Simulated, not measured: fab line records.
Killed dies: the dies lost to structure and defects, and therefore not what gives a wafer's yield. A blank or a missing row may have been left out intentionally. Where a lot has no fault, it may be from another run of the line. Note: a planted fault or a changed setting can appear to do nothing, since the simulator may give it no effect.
Which tool is to blame? ; flow nand_harc ; Sampling: 12 lots, 36 wafers, 5 of 1302 route steps

## WHAT THE GAUGES SHOWED, per wafer
NHARC_P_STI_INSPECT_25. Usual: 209 for raw_defect_count, sd 66.
lot;measured;on;raw_defect_count;flag
L764;day 4 19:27;defect_inspect-02;186 244 228;
L766;day 5 15:43;defect_inspect-01;162 227 298;
L768;day 6 11:37;defect_inspect-02;229 237 165;
L777;day 10 02:59;defect_inspect-02;232 176 166;
L778;day 10 18:55;defect_inspect-02;237 132 273;
L779;day 11 00:35;defect_inspect-01;364 238 153;
L780;day 11 15:17;defect_inspect-02;232 175 172;
L781;day 11 19:57;defect_inspect-01;361 263 114;
L782;day 12 10:33;defect_inspect-01;117 189 150;
L783;day 12 18:39;defect_inspect-01;247 148 271;
L784;day 13 05:44;defect_inspect-01;212 300 182;
L785;day 13 23:19;defect_inspect-02;219 269 197;

NHARC_END_SORT_01. Usual: killed_at_array 52, standard deviation 17; killed_at_other 1.2, standard deviation 1.4; killed_at_periphery 4.7, standard deviation 2.9; killed_dies 58, standard deviation 17; killed_open 3.2, standard deviation 1.9; killed_short 2.4, standard deviation 1.4.
lot;measured;on;killed_at_array;killed_at_other;killed_at_periphery;killed_dies;killed_open;killed_short;flag
L768;day 26 17:14;prober-01;44 40 50;0 2 1;3 626 3;47 668 54;4 2 2;2 3 2;OFF

## EACH LOT AND THE TOOL THAT RAN IT (in order: tool; ch and the chambers of the sampled wafers; start)
lot;NHARC_P_GATE_HM_DEP_102;NHARC_P_GATE_HM_OPEN_105;NHARC_P_GATE_STRIP_108
L764;acl_dep-01 ch 0, day 5 17:21;rie_diel-08 ch 0,2, day 5 19:00;rie_diel-08 ch 0,1,3, day 5 19:31
L766;acl_dep-02 ch 0, day 6 11:15;rie_diel-13 ch 0,1,3, day 6 13:00;rie_diel-13 ch 1,2,3, day 6 13:34
L768;acl_dep-01 ch 0, day 7 11:06;rie_diel-13 ch 0,2, day 7 12:00;rie_diel-09 ch 0,1, day 7 13:08
L777;acl_dep-02 ch 0, day 11 01:06;rie_diel-08 ch 0,1, day 11 02:00;rie_diel-13 ch 0,1,2, day 11 03:18
L778;acl_dep-03 ch 0, day 11 17:11;rie_diel-09 ch 2,3, day 11 18:00;rie_diel-13 ch 0,2,3, day 11 19:13
L779;acl_dep-02 ch 0, day 11 22:02;rie_diel-08 ch 0,3, day 11 23:00;rie_diel-09 ch 0,1, day 12 00:14
L780;acl_dep-03 ch 0, day 12 14:45;rie_diel-13 ch 0,1,2, day 12 16:00;rie_diel-13 ch 0,2,3, day 12 16:47
L781;acl_dep-01 ch 0, day 12 14:52;rie_diel-09 ch 0,1,3, day 12 16:00;rie_diel-08 ch 0,3, day 12 17:05
L782;acl_dep-01 ch 0, day 13 11:44;rie_diel-08 ch 0,1,3, day 13 13:00;rie_diel-13 ch 0,1,2, day 13 13:37
L783;acl_dep-01 ch 0, day 13 16:13;rie_diel-13 ch 0,1,2, day 13 17:00;rie_diel-08 ch 0,1, day 13 18:11
L784;acl_dep-02 ch 0, day 14 05:22;rie_diel-09 ch 1,3, day 14 06:00;rie_diel-09 ch 0,1, day 14 07:22
L785;acl_dep-02 ch 0, day 14 20:04;rie_diel-13 ch 0,2,3, day 14 21:00;rie_diel-13 ch 2,3, day 14 22:11
- NHARC_P_GATE_HM_DEP_102: deposits aC, target thk 120 nm.
- NHARC_P_GATE_HM_OPEN_105: chemistry O2/COS, target depth 360 nm.
- NHARC_P_GATE_STRIP_108: strips in O2.

## WHAT THE TOOLS THEMSELVES READ (means of the sampled wafers that have a number; where no wafer has one, the mark that the record gives instead)
NHARC_P_GATE_HM_DEP_102. Usual: susceptor_temp_C 400.01 C, standard deviation 0.22; throttle_valve_pct 34.998 %, standard deviation 0.0091.
lot;tool;susceptor_temp_C (C);throttle_valve_pct (%);flag
L764;acl_dep-01;-;35.006;OFF
L766;acl_dep-02;400.06;35.004;
L768;acl_dep-01;400.18;35.000;
L777;acl_dep-02;399.87;34.987;
L778;acl_dep-03;399.86;34.998;
L779;acl_dep-02;-;34.994;OFF
L780;acl_dep-03;399.89;34.997;
L781;acl_dep-01;399.97;34.999;
L782;acl_dep-01;400.12;34.989;
L783;acl_dep-01;-;35.011;OFF
L784;acl_dep-02;-;34.987;OFF
L785;acl_dep-02;400.12;34.997;

NHARC_P_GATE_HM_OPEN_105. Usual: drypump_motor_current_A 5.6 A, standard deviation 0.41; oes_product_au 0.999 a.u., standard deviation 0.012; rf_vpp_V 468 V, standard deviation 3.1; showerhead_plenum_p_Torr 3.16 Torr, standard deviation 0.15; throttle_valve_pct 28.330 %, standard deviation 0.0092.
lot;tool;drypump_motor_current_A (A);oes_product_au (a.u.);rf_vpp_V (V);showerhead_plenum_p_Torr (Torr);throttle_valve_pct (%);flag
L764;rie_diel-08;5.7;1.013;465;3.00;28.327;
L766;rie_diel-13;5.5;1.007;467;3.12;28.332;
L768;rie_diel-13;5.4;0.847;472;3.34;28.338;OFF
L777;rie_diel-08;6.1;0.990;466;3.09;28.321;
L778;rie_diel-09;6.0;1.012;466;3.06;28.328;
L779;rie_diel-08;5.8;0.998;468;3.18;28.340;
L780;rie_diel-13;5.6;0.986;469;3.22;28.330;
L781;rie_diel-09;5.7;1.008;468;3.21;28.334;
L782;rie_diel-08;5.9;1.000;467;3.13;28.325;
L783;rie_diel-13;5.6;0.986;468;3.22;28.333;
L784;rie_diel-09;6.1;0.997;470;3.25;28.325;
L785;rie_diel-13;5.3;0.995;469;3.23;28.329;

NHARC_P_GATE_STRIP_108. Usual: drypump_motor_current_A 5.6 A, standard deviation 0.43; oes_product_au 1.001 a.u., standard deviation 0.014; rf_vpp_V 57.9 V, standard deviation 0.87; showerhead_plenum_p_Torr 3.57 Torr, standard deviation 0.16; throttle_valve_pct 17.038 %, standard deviation 0.0099.
lot;tool;drypump_motor_current_A (A);oes_product_au (a.u.);rf_vpp_V (V);showerhead_plenum_p_Torr (Torr);throttle_valve_pct (%);flag
L764;rie_diel-08;5.9;0.996;57.7;3.55;17.038;
L766;rie_diel-13;5.4;0.990;58.2;3.53;17.039;
L768;rie_diel-09;5.7;1.004;58.3;3.59;17.032;
L777;rie_diel-13;5.6;0.997;57.8;3.64;17.039;
L778;rie_diel-13;5.3;0.996;57.7;3.65;17.040;
L779;rie_diel-09;5.2;1.002;58.1;3.59;17.039;
L780;rie_diel-13;5.3;0.994;57.9;3.65;17.041;
L781;rie_diel-08;5.8;1.009;58.1;3.45;17.046;
L782;rie_diel-13;5.6;0.988;58.7;3.64;17.031;
L783;rie_diel-08;6.0;1.004;58.1;3.49;17.038;
L784;rie_diel-09;5.3;0.994;57.2;3.59;17.041;
L785;rie_diel-13;5.2;1.001;59.0;3.66;17.036;

## THE ANSWER, worked out from the rows above alone
Rule: a lot counts as off when the mean over its wafers that have a number is more than 3 standard deviations away from the usual mean. A lot without any number at a reading at which 4 lots or more have one is off too. Any other lot the step has rows for is counted as sound. After the gauges, taken in route order, come the tools' own readings; for these a lot's mean is taken, as printed above. At the first step where some lot is off, the reading lying furthest off is the one used; lots without a number count as furthest.
Off, at NHARC_END_SORT_01 on killed_at_periphery: L768. Neither off nor sound, because the step has no rows for them: L764, L766, L777, L778, L779, L780, L781, L782, L783, L784, L785.
If a tool, at a process step before that reading, ran all the lots that are off and no sound lot after the first of them, it fits. Not tried: the gauges at NHARC_END_SORT_01; whatever is off there is also off at NHARC_P_GATE_HM_OPEN_105, on other tools, and gauge error can't account for it. Can't be told from this: 3 tools fit, acl_dep-01 at NHARC_P_GATE_HM_DEP_102, rie_diel-13 at NHARC_P_GATE_HM_OPEN_105, rie_diel-09 at NHARC_P_GATE_STRIP_108.

## WHAT WAS PUT IN BY THE SIMULATOR
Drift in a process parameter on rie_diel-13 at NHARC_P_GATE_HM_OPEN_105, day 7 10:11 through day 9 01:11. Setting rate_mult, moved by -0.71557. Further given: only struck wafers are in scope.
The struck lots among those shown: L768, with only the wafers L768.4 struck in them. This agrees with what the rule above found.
